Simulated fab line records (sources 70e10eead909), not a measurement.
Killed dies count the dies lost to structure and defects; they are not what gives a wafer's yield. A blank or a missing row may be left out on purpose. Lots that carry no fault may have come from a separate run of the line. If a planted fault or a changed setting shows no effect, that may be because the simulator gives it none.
Matching of chambers | flow nand-harc | rie-diel-03 running NHARC_P_GATE_DESCUM_13: 4 sister chambers
The step chemistry O2, time 3 s. 8 wafers are shown with their chamber, then 7 later ones without.

## WAFERS PAIRED WITH THEIR CHAMBERS
wafer  | chamber | drypump-motor-current-A (A) | rf-vpp-V (V)
L338.2 | 0       | 5.6                         | 57.0
L341.6 | 0       | 5.7                         | 56.3
L352.4 | 3       | 6.1                         | 59.9
L352.5 | 3       | 6.2                         | 58.6
L353.5 | 2       | 5.5                         | 57.3
L353.6 | 1       | 5.8                         | 59.2
L355.1 | 2       | 5.5                         | 57.5
L355.3 | 1       | 5.8                         | 58.0

## WAFERS WITHOUT THEIR CHAMBER
wafer  | drypump-motor-current-A (A) | rf-vpp-V (V)
L355.6 | 6.2                         | 57.4
L356.1 | 5.5                         | 59.5
L356.4 | 5.7                         | 57.6
L356.6 | 6.1                         | 57.9
L357.2 | 5.7                         | 58.7
L357.3 | 5.6                         | 57.4
L357.5 | 5.7                         | 57.9

## CHAMBER TAKEN BY EACH
wafer  | from the rows above          | in truth
L355.6 | 3                            | 3
L356.1 | 2                            | 2
L356.4 | can't be placed: 0 or 1      | 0
L356.6 | 3                            | 3
L357.2 | can't be placed: 1 or 0      | 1
L357.3 | can't be placed: 0 or 2      | 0
L357.5 | can't be placed: 0 or 1 or 2 | 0
Correctly placed: 3 of 7. Can't be placed from these rows: 4 (the true chamber is among the candidates in 4). Number placed wrongly: 0.
How it was worked out, from the rows above alone: a wafer's distance from a chamber is the root of the sum, over the readings, of the square of ((its reading less the chamber's mean) divided by the reading's scatter). The wafer belongs to the nearest chamber; if the next one is less than 2 further off, it can't be placed. Each chamber's mean is taken over the wafers shown for it. The scatter is the square root of a quotient: the sum, over the shown wafers, of each reading's squared deviation from its chamber's mean, divided by wafers minus chambers.
